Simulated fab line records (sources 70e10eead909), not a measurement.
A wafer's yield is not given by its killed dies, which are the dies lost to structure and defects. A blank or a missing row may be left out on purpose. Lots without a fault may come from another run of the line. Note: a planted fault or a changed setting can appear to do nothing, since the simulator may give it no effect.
Matching of chambers + flow nand-harc + 4 sister chambers for NHARC_P_ZERO_WELL_ETCH_65 on rie-diel-02
The step etches the open film in N2/H2, target depth 80 nm, overetch 24 nm, time 87.88 s. 4 wafers are shown with their chamber, then 8 later ones without.

== WAFERS WITH THEIR CHAMBER ==
| wafer  | chamber | drypump-motor-current-A (A) |
|--------|---------|-----------------------------|
| L140.2 | 0       | 5.61                        |
| L146.4 | 1       | 5.76                        |
| L146.6 | 2       | 6.02                        |
| L154.2 | 3       | 5.23                        |

== WAFERS MISSING THEIR CHAMBER ==
| wafer  | drypump-motor-current-A (A) |
|--------|-----------------------------|
| L154.3 | 6.02                        |
| L154.4 | 5.65                        |
| L158.1 | 6.01                        |
| L158.2 | 5.65                        |
| L158.3 | 5.78                        |
| L160.2 | 5.25                        |
| L160.3 | 5.79                        |
| L160.6 | 5.22                        |

== WHICH CHAMBER EACH WENT THROUGH ==
| wafer  | from the rows above | in truth |
|--------|---------------------|----------|
| L154.3 | 2                   | 2        |
| L154.4 | 0                   | 0        |
| L158.1 | 2                   | 2        |
| L158.2 | 0                   | 0        |
| L158.3 | 1                   | 1        |
| L160.2 | 3                   | 3        |
| L160.3 | 1                   | 1        |
| L160.6 | 3                   | 3        |
8 of 8 placed correctly. Left unplaced by these rows: 0. Placed wrongly: 0.
How it was worked out, from the rows above alone: a wafer's distance from a chamber is the root of the sum, over the readings, of the square of ((its reading less the chamber's mean) divided by the reading's scatter). If the next closest chamber is less than 2 further off than the closest, the wafer can't be placed; otherwise it belongs to the closest. A chamber's mean is the mean of its shown wafers. The scatter (one wafer shown for each chamber): square how far every hidden wafer sits from the nearest shown wafer, average those squares and take the square root.
